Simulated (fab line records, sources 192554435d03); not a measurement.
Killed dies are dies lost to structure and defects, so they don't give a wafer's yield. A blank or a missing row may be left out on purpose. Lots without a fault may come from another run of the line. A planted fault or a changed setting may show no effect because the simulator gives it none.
Split-lot experiment | flow n5_finfet | 7 lots, 21 wafers read, on a route of 1938 steps

THE SPLIT
At N5_PMOS_HMC_CHANNEL_EPI_PEB_07 (peb time 60 s), the setting peb_temp_c was moved away from the recipe's 110 C on 9 of the 21 wafers read, by -2.9% to +1.8%. The other wafers ran this setting at the recipe's value.

FROM THE SPLIT TO THE READING: what the file shows between them, 1 step
- N5_PMOS_HMC_CHANNEL_EPI_DEVELOP_08: develop time 30 s

THE READING
cd_nm, in nm, at N5_PMOS_HMC_CHANNEL_EPI_CD_MEAS_09 (target cd 237.4 nm). Fault-free wafers of this fab line usually give 237.4 nm, standard deviation 1 nm.

wafer  | tool, chamber at the split | peb_temp_c as run, C | against the recipe | cd_nm, nm | against lot-mates on the recipe
L076.3 | litho_track-02, 0          | 112                  | +1.8%              | 241.5     | +5.4
L076.5 | litho_track-02, 0          | 110                  | recipe             | 235.7     | -
L076.6 | litho_track-02, 0          | 110                  | recipe             | 236.5     | -
L078.1 | litho_track-04, 0          | 110                  | recipe             | 236.7     | -
L078.3 | litho_track-04, 0          | 107.4                | -2.4%              | 229.0     | -7.7
L078.6 | litho_track-04, 0          | 107.4                | -2.4%              | 228.7     | -8.0
L079.2 | litho_track-04, 0          | 110                  | recipe             | 237.9     | -
L079.5 | litho_track-04, 0          | 110                  | recipe             | 236.8     | -
L079.6 | litho_track-04, 0          | 110                  | recipe             | 236.3     | -
L080.1 | litho_track-02, 0          | 111.4                | +1.3%              | 241.5     | +4.5
L080.3 | litho_track-02, 0          | 110                  | recipe             | 237.2     | -
L080.4 | litho_track-02, 0          | 110                  | recipe             | 236.8     | -
L083.3 | litho_track-01, 0          | 107.9                | -1.9%              | 229.9     | -8.4
L083.4 | litho_track-01, 0          | 110                  | recipe             | 237.8     | -
L083.6 | litho_track-01, 0          | 110                  | recipe             | 238.8     | -
L085.3 | litho_track-04, 0          | 106.8                | -2.9%              | 226.3     | -10.3
L085.5 | litho_track-04, 0          | 110                  | recipe             | 236.6     | -
L085.6 | litho_track-04, 0          | 106.8                | -2.9%              | 227.1     | -9.5
L087.2 | litho_track-01, 0          | 107.1                | -2.6%              | 228.1     | -11.2
L087.4 | litho_track-01, 0          | 110                  | recipe             | 239.3     | -
L087.5 | litho_track-01, 0          | 107.1                | -2.6%              | 228.4     | -10.9

THE FIT
A straight line over all 21 wafers: cd_nm changes by +3.4 nm for each +1% of peb_temp_c; r = +0.98; the points scatter about the line by 0.94 nm.
The same after taking each lot's own level away (the mean of its wafers on the recipe; 21 wafers): +3.6 nm for each +1%; r = +0.99; scatter 0.8 nm.
On that fit, the largest move of peb_temp_c shifts the reading by 10 nm.
The lots' own levels span 236.10 to 239.30 nm, that is 3.2 times the standard deviation above.
So the lot-to-lot level changes the slope little: the two slopes agree.
Check: with one of the wafers moved furthest among these (-2.9%) left out of the fit, the line predicts -10.7 nm for it against its lot-mates. It came out at -10.3 nm against them.

THE WHOLE CHAIN: every reading that the file lists as answering this split, in the file's order
step                               | what it does                                                           | reading                                                                     | change (the file's fit)              | r (the file's)
N5_PMOS_HMC_CHANNEL_EPI_CD_MEAS_09 | target cd 237.4 nm                                                     | cd_nm                                                                       | +3.66 nm for each +1% of the setting | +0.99
N5_PMOS_HMC_CHANNEL_EPI_DESCUM_14  | chemistry O2, time 7.9 s                                               | PMOS_HMC_CHANNEL_EPI.cd_nm (the simulator's own value, which no gauge read) | +3.69 nm for each +1% of the setting | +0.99
N5_PMOS_HMC_CHANNEL_EPI_ETCH_32    | etches BARC in N2/H2, stops on SiO2, target depth 85.8 nm, time 50.3 s | PMOS_HMC_CHANNEL_EPI.cd_nm (the simulator's own value, which no gauge read) | +3.85 nm for each +1% of the setting | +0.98
N5_PMOS_HMC_CHANNEL_EPI_ETCH_38    | etches SiO2 in CF4, target depth 1.5 nm                                | PMOS_HMC_CHANNEL_EPI.cd_nm (the simulator's own value, which no gauge read) | +3.83 nm for each +1% of the setting | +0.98

THE FILE'S OWN FIT
cd_nm changes by +3.66 nm for each +1% of peb_temp_c, r = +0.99.
